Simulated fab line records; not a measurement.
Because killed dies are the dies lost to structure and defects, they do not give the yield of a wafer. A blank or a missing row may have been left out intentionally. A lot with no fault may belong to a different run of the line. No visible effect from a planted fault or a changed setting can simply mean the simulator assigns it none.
A lot that was struck, set against a sound lot :: flow n5 finfet :: 15 steps out of a route of 1938
Sound: these wafers, L134.3, L134.4, L134.6. Struck: wafers L142.3, L142.4, L142.5. The cause is given at the end.
Each step with rows lists, per side, the tool, then ch with its chambers, then its first start. Under that, the readings that differ: sound wafers :: struck wafers :: difference of the means :: sigmas: that difference in standard deviations of wafers without a fault.
alike: readings whose means differ by less than 2 such deviations, and words and numbers that are the same on both sides. not compared: withheld readings, readings that some wafer has no value for, bounds like >300 that may hide the same value, and numbers for which the record gives no deviation and whose values overlap.
A row with sigmas, a row that says differs or no value, or rows on one side alone: a step with any of these is where the two part. When numbers do not overlap yet have no deviation, they are printed without sigmas and do not part them. A reading that every wafer of one side lacks parts them only if that side has two wafers or more.

N5_BEOL_M8_RS_MEAS_57: measurement is done with a four-point probe.
  struck on film metro-02, day 11 15:09; sound on film metro-01, day 9 07:31
  alike: M8_RS
N5_BEOL_M8_INSPECT_58: inspects for defects (darkfield).
  struck on defect inspect-02, day 11 15:10; sound on defect inspect-02, day 9 07:32
  alike: raw defect count
N5_BEOL_M9_ILD_DEP_00: deposits SiCOH lowk from DEMS/porogen, target thk 308.51 nm, time 58 s.
  sound on pecvd-02 ch 1,2, day 9 07:35; struck on pecvd-03 ch 0,1,2, day 11 15:13
  alike: heater power w, showerhead plenum p Torr, showerhead vpp V, throttle valve pct
N5_BEOL_M9_CURE_71: cures SiCOH lowk, time 240 s.
  sound on uv cure-03 ch 1, day 9 07:49; struck on uv cure-03 ch 2, day 11 15:27
  alike: lamp power pct, wafer_temp_C_max
N5_BEOL_M9_THK_MEAS_01:
  struck on film metro-02, day 11 15:48; sound on film metro-02, day 9 08:10
  alike: M9_ILD_THK
N5_BEOL_M9_PECVD_70: deposits SiO2 from TEOS/O2, target thk 20 nm, time 22.7 s.
  sound on pecvd-02 ch 0,1,2, day 9 08:12; struck on pecvd-02 ch 0,1,2, day 11 15:50
  alike: heater power w, showerhead plenum p Torr, showerhead vpp V, throttle valve pct
N5_BEOL_M9_HM_DEP_02: deposits TiN, target thk 20 nm.
  struck on pvd sputter-01, day 11 20:29; sound on pvd sputter-02, day 9 09:04
  alike: throttle valve pct
then, 5 steps without rows for these wafers: N5_BEOL_M9_COAT_59 (time 60 s, resist thk 100 nm); N5_BEOL_M9_COAT_60 (time 60 s, resist thk 30 nm); N5_BEOL_M9_COAT_05 (resist thk 90 nm); N5_BEOL_M9_EBR_07; N5_BEOL_M9_SOFTBAKE_06 (time 60 s).
N5_BEOL_M9_EXPOSE_08: exposes mask M9.
  sound on arfi scanner-01 ch 0, day 9 09:27; struck on arfi scanner-03 ch 0, day 11 20:53
reading: exposure dose mJ cm2
sound: 53.75 53.85 53.72
struck: 54.44 54.62 54.55
difference: +0.76
sigmas: +14
  alike: mask
then, 2 steps without rows for these wafers: N5_BEOL_M9_PEB_09 (peb time 60 s); N5_PASSIVATION_PROBE_49.

WHERE THEY PART
At N5_BEOL_M9_EXPOSE_08 and nowhere else, as far as this record goes.

WHY: what the simulator had put in
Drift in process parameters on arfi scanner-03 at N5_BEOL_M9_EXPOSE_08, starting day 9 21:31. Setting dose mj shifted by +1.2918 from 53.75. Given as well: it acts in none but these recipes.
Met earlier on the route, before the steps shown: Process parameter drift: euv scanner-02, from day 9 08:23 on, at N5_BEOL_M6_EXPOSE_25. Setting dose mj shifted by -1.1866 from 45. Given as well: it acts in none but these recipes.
